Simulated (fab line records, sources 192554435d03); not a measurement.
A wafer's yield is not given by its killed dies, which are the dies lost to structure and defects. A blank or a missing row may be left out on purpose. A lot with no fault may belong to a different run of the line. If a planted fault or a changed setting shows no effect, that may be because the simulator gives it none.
Which tool was responsible?    flow n5 finfet    8 lots, 24 wafers sampled, at 8 steps of a route of 1938

== WHAT THE GAUGES SHOWED, per wafer ==
N5_FIN_SAQP_CD_MEAS_27: target cd 20 nm.
lot   measured     on         cd nm (nm)
L331  day 2 12:02  cd sem-01  20.18 20.07 20.60
L332  day 2 19:43  cd sem-02  20.29 20.46 20.51
L336  day 3 17:41  cd sem-01  20.22 20.20 20.70
L340  day 4 18:34  cd sem-03  20.57 20.34 20.49
L341  day 5 03:11  cd sem-01  20.24 20.42 20.44
L342  day 5 08:07  cd sem-03  20.12 20.52 20.34
L347  day 6 12:34  cd sem-03  20.30 20.52 20.20
L350  day 7 05:51  cd sem-03  20.40 20.32 20.71

N5_FIN_SAQP_INSPECT_40: inspects for defects (brightfield).
lot   measured     on                 raw defect count
L331  day 2 14:09  defect inspect-02  212 158 169
L332  day 2 22:02  defect inspect-02  160 212 228
L336  day 3 20:28  defect inspect-01  194 222 254
L340  day 4 22:38  defect inspect-01  194 188 245
L341  day 5 06:08  defect inspect-02  710 794 840
L342  day 5 10:50  defect inspect-01  194 241 168
L347  day 6 15:00  defect inspect-02  791 844 768
L350  day 7 08:02  defect inspect-02  180 217 280

N5_FIN_CUT_INSPECT_10: inspects for defects (brightfield).
lot   measured     on                 raw defect count
L331  day 2 14:32  defect inspect-02  37 23 35
L332  day 2 22:26  defect inspect-01  45 41 41
L336  day 3 20:52  defect inspect-02  41 38 48
L340  day 4 23:01  defect inspect-01  21 38 48
L341  day 5 06:32  defect inspect-01  588 618 651
L342  day 5 11:13  defect inspect-02  47 41 35
L347  day 6 15:24  defect inspect-01  636 639 624
L350  day 7 08:26  defect inspect-01  30 38 45

N5_FIN_CUT_INSPECT_17: inspects for defects (brightfield).
lot   measured     on                 raw defect count
L331  day 2 15:29  defect inspect-01  234 179 187
L332  day 2 23:39  defect inspect-01  182 229 254
L336  day 3 21:49  defect inspect-01  211 227 250
L340  day 5 00:01  defect inspect-02  178 180 234
L341  day 5 07:29  defect inspect-02  704 796 838
L342  day 5 12:20  defect inspect-01  178 256 158
L347  day 6 16:32  defect inspect-01  800 853 809
L350  day 7 09:23  defect inspect-01  176 232 318

N5_BEOL_M4_RC_MEAS_101.
lot   measured      on         DIBL_N (mV/V)   DIBL_P (mV/V)   IOFF_N (nA/um)     IOFF_P (nA/um)     ION_N (uA/um)  ION_P (uA/um)  SS_N (mV/dec)   SS_P (mV/dec)   VT_N (mV)          VT_P (mV)
L331  day 10 12:52  prober-01  35.6 34.9 35.7  36.9 35.4 35.9  0.152 0.134 0.153  0.178 0.170 0.178  669 670 671    451 456 455    71.1 71.3 72.0  73.6 73.3 73.3  248.7 249.2 251.5  -253.7 -252.4 -253.4
L332  day 10 03:50  prober-01  35.0 35.6 36.1  36.1 37.4 37.8  0.126 0.148 0.149  0.198 0.235 0.227  669 679 668    459 473 458    70.9 71.3 71.5  72.1 73.1 72.3  255.9 248.9 251.6  -249.1 -247.1 -248.8
L336  day 13 01:34  prober-02  36.7 37.7 36.1  37.0 37.7 34.9  0.177 0.182 0.156  0.217 0.223 0.183  689 677 670    466 459 456    71.6 72.3 71.0  74.0 73.2 73.2  250.4 245.9 249.7  -248.3 -247.1 -251.6
L340  day 14 12:06  prober-01  37.2 38.5 36.4  36.9 38.1 36.1  0.151 0.178 0.139  0.183 0.206 0.181  670 664 658    455 452 447    71.2 72.3 71.2  73.8 73.0 73.0  251.3 250.4 253.2  -253.2 -249.8 -252.0
L341  day 14 23:47  prober-01  34.7 36.8 35.3  33.6 35.7 34.6  0.137 0.175 0.146  0.184 0.211 0.197  666 667 665    458 453 458    70.4 71.2 70.7  72.8 73.8 73.1  250.3 248.7 248.0  -251.3 -250.6 -250.7
L342  day 15 10:38  prober-01  36.8 34.9 37.2  37.0 35.0 37.4  0.144 0.116 0.153  0.238 0.204 0.250  663 650 665    460 455 460    72.3 71.6 72.1  73.7 72.6 73.7  251.8 257.1 251.9  -247.6 -250.4 -248.8
L347  day 17 01:21  prober-02  38.3 37.5 36.9  37.3 35.8 35.6  0.176 0.154 0.149  0.236 0.206 0.204  677 680 669    462 465 457    71.2 71.6 71.5  73.9 73.1 73.6  245.9 252.5 250.5  -248.3 -249.6 -249.6
L350  day 16 08:40  prober-01  34.9 34.3 34.9  37.6 36.8 36.6  0.168 0.150 0.157  0.241 0.235 0.232  668 673 665    470 472 465    70.4 71.7 71.8  73.3 73.1 72.6  247.3 249.5 251.7  -247.3 -244.4 -248.7

== WHICH TOOL RAN EACH LOT (tool, then ch and the chambers of the sampled wafers, then the start) ==
lot   N5_FIN_SAQP_ETCH_67                N5_FIN_SAQP_RECESS_71              N5_FIN_SAQP_SPACER2_ALD_28
L331  rie diel-04 ch 0,1,2, day 2 12:48  vapor etch-02 ch 0,1, day 2 12:56  ald sin-02 ch 0,1, day 2 13:02
L332  rie diel-04 ch 0,1, day 2 20:35    vapor etch-02 ch 0,1, day 2 20:41  ald sin-02 ch 0,1,3, day 2 20:50
L336  rie diel-02 ch 0,1,2, day 3 18:47  vapor etch-02 ch 0,1, day 3 18:53  ald sin-01 ch 0,1,3, day 3 19:11
L340  rie diel-02 ch 0,1,2, day 4 19:41  vapor etch-01 ch 0,1, day 4 19:47  ald sin-02 ch 0,2,3, day 4 21:32
L341  rie diel-02 ch 2,3, day 5 03:58    vapor etch-02 ch 0,1, day 5 04:07  ald sin-01 ch 0,1, day 5 04:56
L342  rie diel-04 ch 0,2,3, day 5 08:54  vapor etch-02 ch 0,1, day 5 09:00  ald sin-02 ch 0,2,3, day 5 09:39
L347  rie diel-02 ch 1,3, day 6 13:35    vapor etch-01 ch 0,1, day 6 13:41  ald sin-01 ch 0,2, day 6 13:49
L350  rie diel-05 ch 2,3, day 7 06:37    vapor etch-01 ch 0,1, day 7 06:46  ald sin-01 ch 0,1,3, day 7 06:52
- N5_FIN_SAQP_ETCH_67: etches SiNx in CH3F/O2, target depth 30 nm.
- N5_FIN_SAQP_RECESS_71: chemistry HF/NH3, target SiO2, target depth 3 nm, afs cycles 1, sublimation time 60 s.
- N5_FIN_SAQP_SPACER2_ALD_28: deposits SiO2, target thk 8.1 nm, pulse time 1 s, purge time 2 s.

== WHAT THE TOOLS THEMSELVES READ (means of the sampled wafers that have a number; where no wafer has one, the mark that the record gives instead) ==
N5_FIN_SAQP_ETCH_67.
lot   tool         drypump motor current A (A)  oes product au (a.u.)  rf vpp V (V)  showerhead plenum p Torr (Torr)  throttle valve pct (%)
L331  rie diel-04  5.6                          0.72                   295.9         1.95                             16.58
L332  rie diel-04  5.9                          0.71                   296.8         1.92                             16.60
L336  rie diel-02  5.7                          0.79                   299.6         2.04                             16.31
L340  rie diel-02  5.7                          0.77                   299.5         2.04                             16.32
L341  rie diel-02  5.7                          0.82                   300.6         2.05                             16.39
L342  rie diel-04  5.4                          0.71                   295.9         1.98                             16.50
L347  rie diel-02  5.6                          0.77                   297.1         1.98                             16.43
L350  rie diel-05  6.3                          0.70                   295.5         2.07                             16.58

N5_FIN_SAQP_RECESS_71.
lot   tool           drypump motor current A (A)  temp c (C)
L331  vapor etch-02  5.1                          29.93
L332  vapor etch-02  5.1                          30.06
L336  vapor etch-02  5.2                          29.98
L340  vapor etch-01  5.1                          29.94
L341  vapor etch-02  5.2                          29.94
L342  vapor etch-02  5.2                          30.07
L347  vapor etch-01  5.5                          30.05
L350  vapor etch-01  5.1                          30.04

N5_FIN_SAQP_SPACER2_ALD_28.
lot   tool        heater power w (W)  precursor pulse height rel
L331  ald sin-02  452                 1.004
L332  ald sin-02  441                 1.011
L336  ald sin-01  449                 0.995
L340  ald sin-02  444                 0.982
L341  ald sin-01  450                 1.007
L342  ald sin-02  444                 1.015
L347  ald sin-01  457                 1.000
L350  ald sin-01  444                 1.008

== THE ANSWER, worked out from the rows above alone ==
Rule: the lots themselves supply what counts as usual. Put in order of their means at a reading, lots are off if they are a third of the lots or fewer, leave a main group of 4 or more, and stand apart from it by a gap of 3 or more times the standard deviation of the main group's means; of several such gaps the widest counts. Not used: any main group whose means are identical at the precision the tables above print for the reading. A lot without any number at a reading at which 4 lots or more have one is off too. All remaining lots with rows at the step are treated as sound. The gauges are gone through in route order, then the tools' own readings, and for those a lot's mean is taken as printed above. At the first step where some lot is off, the reading lying furthest off is the one used; lots without a number count as furthest.
Off at N5_FIN_SAQP_INSPECT_40 (raw defect count): L341, L347. For the main group the mean is 206 and the standard deviation 16.
A tool fits if, at a process step before that reading, it ran every lot that is off, and no sound lot after the first of them. Not tried: the gauges at N5_FIN_SAQP_INSPECT_40; whatever is off there is also off at N5_FIN_CUT_INSPECT_10, on other tools, and gauge error can't account for it. One fits: N5_FIN_SAQP_ETCH_67 on rie diel-02. Its last sound lot is L340 (day 4 19:41), its first lot that is off L341 (day 5 03:58): a fault that began between those two fits.

== WHAT WAS PUT IN BY THE SIMULATOR ==
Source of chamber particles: rie diel-02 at N5_FIN_SAQP_ETCH_67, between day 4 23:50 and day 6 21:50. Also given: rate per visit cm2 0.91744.
Shown lots that were struck: L341, L347. This agrees with what the rule above found.
